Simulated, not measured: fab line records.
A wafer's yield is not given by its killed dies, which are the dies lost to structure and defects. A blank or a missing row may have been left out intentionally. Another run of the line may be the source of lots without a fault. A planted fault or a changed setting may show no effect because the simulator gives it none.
8D (eight disciplines) problem report, filled in by code / flow nandHarc / the parts of the form that need people (team, actions taken, sign-off) are left out

## 1. PROBLEM STATEMENT
plateTempC at NHARC_P_ZERO_WELL_PEB_22 reads a mean of 119.78 C on 6 wafers of 2 lots; wafers without a fault read 117.96 C with a standard deviation of 0.14. Relative to the usual mean, that is a shift of +13 standard deviations.
The step: peb time 85 s.
First seen on wafer L927.3, day 3 20:31, on lithoTrack-02. The record holds 36 wafers of 12 lots with a number at this step. Rule for "out", or "out of limits": more than 4 standard deviations from the usual mean. The rest of the wafers with a number are treated as sound.

## 2. WHAT IT IS, AND WHAT IT ISN'T
question=which readings at this step | is=plateTempC, heaterPowerTotalW | is not=resistLineTempC
question=which lots | is=L927, L931 | is not=L918, L919, L920, L921, L923, L924, L929, L936, L940, L941
question=which wafers of those lots | is=all that have a number | is not=-
question=read on which tools | is=lithoTrack-02 | is not=lithoTrack-03, lithoTrack-05
question=when | is=from day 3 20:31 | is not=up to then (18 sound wafers); but 12 sound wafers of L929, L936, L940, L941 came after

## 3. THE SUSPECTS, EACH WITH WHAT RULES IT OUT
Counting: a tool at any process step up to the reading remains a suspect when it ran all the lots that are out and ran no sound lot after the first of those.
- lithoTrack-02 at NHARC_P_ZERO_WELL_PEB_22 (peb time 85 s): kept. Every lot that is out went through it, starting with L927 (day 3 20:31), and after that it ran no sound lot; the last sound lot it ran before then is L924 (day 3 02:44). Its own readings are out on those wafers: heaterPowerTotalW, plateTempC.
The count leaves lithoTrack-02 at NHARC_P_ZERO_WELL_PEB_22.

## 4. THE CAUSE (what the simulator had put in)
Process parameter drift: lithoTrack-02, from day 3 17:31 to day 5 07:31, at NHARC_P_ZERO_WELL_PEB_22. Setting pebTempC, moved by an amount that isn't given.
Counting left only this tool.

## 5. SEQUENCE OF EFFECTS, ordered by route
Each row: a reading where the mean over the struck wafers with a number is more than 3 standard deviations away from the usual. Readings are gone through only where the record gives a usual standard deviation; hours: the median, over the lots, of the time from a lot's start at the first step in this table giving one to that lot's start at this step; sigmas: the change measured in usual standard deviations.
hours=0; step=NHARC_P_ZERO_WELL_PEB_22; reading=heaterPowerTotalW; usual=163.98 W; on struck wafers=167.47; change=+3.49; sigmas=+12
hours=0; step=NHARC_P_ZERO_WELL_PEB_22; reading=plateTempC; usual=117.96 C; on struck wafers=119.78; change=+1.82; sigmas=+13
Process steps it contains:
- NHARC_P_ZERO_WELL_PEB_22: peb time 85 s.

## 6. WHAT WOULD HAVE CAUGHT IT SOONER
The fault began at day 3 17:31; the first out-of-limits reading in this record came at day 3 20:31, 3 hours later.
